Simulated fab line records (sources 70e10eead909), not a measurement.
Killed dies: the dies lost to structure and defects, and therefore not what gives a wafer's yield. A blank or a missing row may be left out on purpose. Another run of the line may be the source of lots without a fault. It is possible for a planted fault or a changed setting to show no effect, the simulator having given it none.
Chamber matching -- flow nand_harc -- NHARC_P_BONDPAD_DESCUM_11 on rie_diel-03 has 4 sister chambers
The step chemistry O2, time 3 s. 18 wafers are shown with their chamber, then 9 later ones without.

WAFERS PAIRED WITH THEIR CHAMBERS
wafer,chamber,showerhead_plenum_p_Torr (Torr),drypump_motor_current_A (A),throttle_valve_pct (%)
L074.1,0,1.87,6.3,11.303
L074.3,2,1.88,6.0,11.303
L074.6,1,1.95,5.3,11.310
L077.1,3,2.01,5.2,11.312
L077.2,1,1.94,5.3,11.309
L077.3,0,1.87,6.3,11.313
L080.1,3,2.01,5.2,11.300
L080.3,1,1.94,5.3,11.294
L080.6,2,1.88,6.0,11.295
L085.1,1,1.94,5.2,11.301
L085.5,1,1.94,5.3,11.308
L085.6,2,1.88,6.0,11.300
L086.1,2,1.88,6.0,11.303
L086.5,3,2.01,5.2,11.318
L086.6,0,1.87,6.3,11.311
L090.2,1,1.94,5.4,11.319
L090.3,3,2.01,5.2,11.319
L090.4,2,1.88,6.0,11.305

SIGNATURES, as means of the wafers listed above
reading,chamber 0,chamber 1,chamber 2,chamber 3,scatter within a chamber
showerhead_plenum_p_Torr,1.8700,1.9417,1.8800,2.0100,0.00244
drypump_motor_current_A,6.300,5.300,6.000,5.200,0.0378
throttle_valve_pct,11.30900,11.30683,11.30120,11.31225,0.00711
Rule: for a wafer and a chamber, the distance is found by dividing, reading by reading, the gap between the wafer's reading and the chamber's mean by the reading's scatter, squaring, summing and taking the root. The wafer belongs to the nearest chamber; if the next one is less than 2 further off, it can't be placed. How the scatter is found: for the shown wafers, subtract from each reading the mean of its chamber, square and add these, divide the total by (wafers less chambers), then take the root.

WAFERS WHOSE CHAMBER IS MISSING
wafer,showerhead_plenum_p_Torr (Torr),drypump_motor_current_A (A),throttle_valve_pct (%)
L094.2,1.94,5.3,11.302
L094.4,2.01,5.2,11.303
L094.6,1.87,6.3,11.306
L096.1,2.01,5.2,11.321
L096.2,1.88,6.0,11.300
L096.3,1.94,5.3,11.300
L097.2,1.94,5.3,11.310
L097.4,1.88,6.0,11.310
L097.6,1.88,6.0,11.324

WHICH CHAMBER EACH WENT THROUGH
wafer,from the rows above,in truth
L094.2,1,1
L094.4,3,3
L094.6,0,0
L096.1,3,3
L096.2,2,2
L096.3,1,1
L097.2,1,1
L097.4,2,2
L097.6,2,2
Correctly placed: 9 of 9. Left unplaced by these rows: 0. Placed wrongly: 0.
